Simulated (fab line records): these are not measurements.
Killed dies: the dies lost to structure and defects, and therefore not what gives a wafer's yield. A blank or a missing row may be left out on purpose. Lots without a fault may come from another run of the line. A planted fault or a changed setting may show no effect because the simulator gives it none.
Chamber matching -- flow n5_finfet -- N5_BEOL_M7_ILD_DEP_00 on pecvd-02 has 3 sister chambers
The step deposits SiCOH lowk from DEMS/porogen, target thk 179.75 nm, time 33.4 s. 14 wafers are shown with their chamber, then 7 later ones without.

WAFERS WITH THEIR CHAMBER
wafer,chamber,throttle_valve_pct (%),heater_power_w (W),showerhead_plenum_p_Torr (Torr)
L075.1,2,13.5,369,5.701
L075.2,1,13.5,265,5.728
L075.6,1,13.6,267,5.740
L077.2,0,14.5,301,5.738
L077.3,0,14.2,302,5.733
L077.6,0,14.2,300,5.722
L079.3,0,14.4,263,5.721
L079.4,0,14.4,265,5.727
L079.6,2,13.0,374,5.725
L082.1,2,13.3,332,5.719
L082.2,0,14.3,312,5.719
L082.3,1,13.5,282,5.737
L084.1,1,13.7,306,5.724
L084.3,2,13.3,351,5.713

SIGNATURES (means of the wafers above)
reading,chamber 0,chamber 1,chamber 2,scatter within a chamber
throttle_valve_pct,14.333,13.575,13.275,0.144
heater_power_w,290.50,280.00,356.50,19.9
showerhead_plenum_p_Torr,5.72667,5.73225,5.71450,0.00834
Rule: for each reading, subtract the chamber's mean from the wafer's reading, divide by that reading's scatter and square the result; add these up over the readings and take the root, which gives the wafer's distance from the chamber. The wafer belongs to the nearest chamber; if the next one is less than 2 further off, it can't be placed. The scatter: take each reading less its chamber's mean, square it, sum over the shown wafers, divide by the number of wafers less the number of chambers, and take the root.

WAFERS WHOSE CHAMBER IS MISSING
wafer,throttle_valve_pct (%),heater_power_w (W),showerhead_plenum_p_Torr (Torr)
L084.6,14.4,291,5.741
L093.1,13.7,265,5.739
L093.2,14.3,307,5.730
L093.5,13.5,277,5.732
L097.2,13.6,278,5.748
L097.4,14.4,304,5.716
L097.6,13.4,311,5.723

THE CHAMBER EACH PASSED THROUGH
wafer,from the rows above,in truth
L084.6,0,0
L093.1,1,1
L093.2,0,0
L093.5,1,1
L097.2,1,1
L097.4,0,0
L097.6,can't be placed: 1 or 2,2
Placed correctly: 6 of 7. These rows do not allow placing 1 (true chamber among the candidates in 1). Wrongly placed: 0.
